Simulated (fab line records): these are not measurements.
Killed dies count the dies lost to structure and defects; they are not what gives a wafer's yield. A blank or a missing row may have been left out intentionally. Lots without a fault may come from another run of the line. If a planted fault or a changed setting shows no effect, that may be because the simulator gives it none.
Chamber matching ; flow n5Finfet ; N5_BEOL_M0_SAQP_ETCH_73 on rieDiel-04 has 4 sister chambers
The step etches SiARC in CF4, target depth 19.5 nm, time 32.5 s. 4 wafers are shown with their chamber, then 12 later ones without.

## WAFERS PAIRED WITH THEIR CHAMBERS
wafer;chamber;drypumpMotorCurrentA (A)
L087.5;2;5.5
L088.1;0;6.1
L088.2;1;6.6
L088.3;3;5.7

## WAFERS WITHOUT THEIR CHAMBER
wafer;drypumpMotorCurrentA (A)
L088.4;5.5
L088.5;5.7
L088.6;5.5
L089.1;5.6
L089.4;6.6
L089.6;6.1
L095.3;6.1
L095.5;5.5
L095.6;6.6
L097.2;5.5
L097.4;5.6
L097.6;5.5

## THE CHAMBER EACH PASSED THROUGH
wafer;from the rows above;in truth
L088.4;2;2
L088.5;3;3
L088.6;2;2
L089.1;can't be placed: 2 or 3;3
L089.4;1;1
L089.6;0;0
L095.3;0;0
L095.5;2;2
L095.6;1;1
L097.2;2;2
L097.4;can't be placed: 2 or 3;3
L097.6;2;2
Correct placement for 10 of the 12. Cannot be placed on the basis of these rows: 2; the candidates contain the true chamber in 2. 0 placed wrongly.
How it was worked out, from the rows above alone: a wafer's distance from a chamber is the root of the sum, over the readings, of the square of ((its reading less the chamber's mean) divided by the reading's scatter). If the next closest chamber is less than 2 further off than the closest, the wafer can't be placed; otherwise it belongs to the closest. For every chamber, the mean is computed from those of its wafers that are shown. The scatter (one wafer shown for each chamber): square how far every hidden wafer sits from the nearest shown wafer, average those squares and take the square root.
